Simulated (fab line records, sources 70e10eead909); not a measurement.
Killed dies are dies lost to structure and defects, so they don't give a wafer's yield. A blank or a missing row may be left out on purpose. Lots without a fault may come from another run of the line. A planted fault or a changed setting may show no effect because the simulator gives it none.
A struck lot beside a sound one | flow nand_harc | 13 steps out of a route of 1302
Sound: wafers L927.3, L927.5, L927.6. Struck: wafers L932.1, L932.2, L932.4. The cause comes at the end.
At each step with rows: each side's tool, then ch and its chambers, then its first start. Under that, the readings that differ: sound wafers | struck wafers | difference of the means | sigmas: that difference in standard deviations of wafers without a fault.
alike: readings whose means differ by less than 2 such deviations, and words and numbers that are the same on both sides. not compared: withheld readings, readings that some wafer has no value for, bounds like >300 that may hide the same value, and numbers for which the record gives no deviation and whose values overlap.
The two part at a step that has a row with sigmas, a row that says differs or no value, or rows on one side only. Numbers that don't overlap but have no deviation are shown without sigmas and don't part them. A reading that every wafer of one side lacks parts them only if that side has two wafers or more.

NHARC_P_STI_OCD_MEAS_43:
  sound on ocd-02, day 3 10:20; struck on ocd-01, day 5 11:17
  alike: trench_depth_nm, trench_foot_cd_nm
then, 3 steps without rows for these wafers: NHARC_P_STI_OXIDE_33 (material SiO2, target thk 10 nm, ox time 281 s); NHARC_P_STI_HDPCVD_20 (deposits SiO2); NHARC_P_STI_ANNEAL_34 (time 1800 s).
NHARC_P_STI_CMP_21: polishes, t overpolish 20 s, target thk 380.67 nm.
  sound on cmp-02 ch 0,1,3, day 4 04:34; struck on cmp-03 ch 0,2,3, day 6 04:52
  alike: motor_current_A, overpolish_run_s, retaining_ring_pressure_frac, slurry_flow_ml_min
then, 6 steps without rows for these wafers: NHARC_P_STI_SRD_35; NHARC_P_STI_ETCH_36 (etches SiO2 in dHF, target depth 38.8 nm); NHARC_P_STI_STRIP_24 (strips Si3N4 in H3PO4); NHARC_P_STI_ETCH_37 (etches SiO2 in dHF, target depth 11 nm); NHARC_P_STI_PRECLEAN_38 (cleans in SC1); NHARC_P_STI_SRD_39.
NHARC_P_STI_OXIDE_40: material SiO2, target thk 10 nm, ox time 1362 s.
  sound on furnace-05 ch 0, day 4 11:29; struck on furnace-05, day 6 09:16
  no value came back on the struck wafers for ox_temp_c (C), ox_time_s (s); on the sound wafers ox_temp_c (C) reads 899.7 900.5 900.7
NHARC_P_STI_INSPECT_25:
  sound on defect_inspect-02, day 4 15:29; struck on defect_inspect-01, day 6 13:18
  alike: raw_defect_count

WHERE THEY PART
Only at NHARC_P_STI_OXIDE_40, within this record. Later steps at which nothing parts them and some readings are alike: NHARC_P_STI_INSPECT_25.

WHY: what the simulator had put in
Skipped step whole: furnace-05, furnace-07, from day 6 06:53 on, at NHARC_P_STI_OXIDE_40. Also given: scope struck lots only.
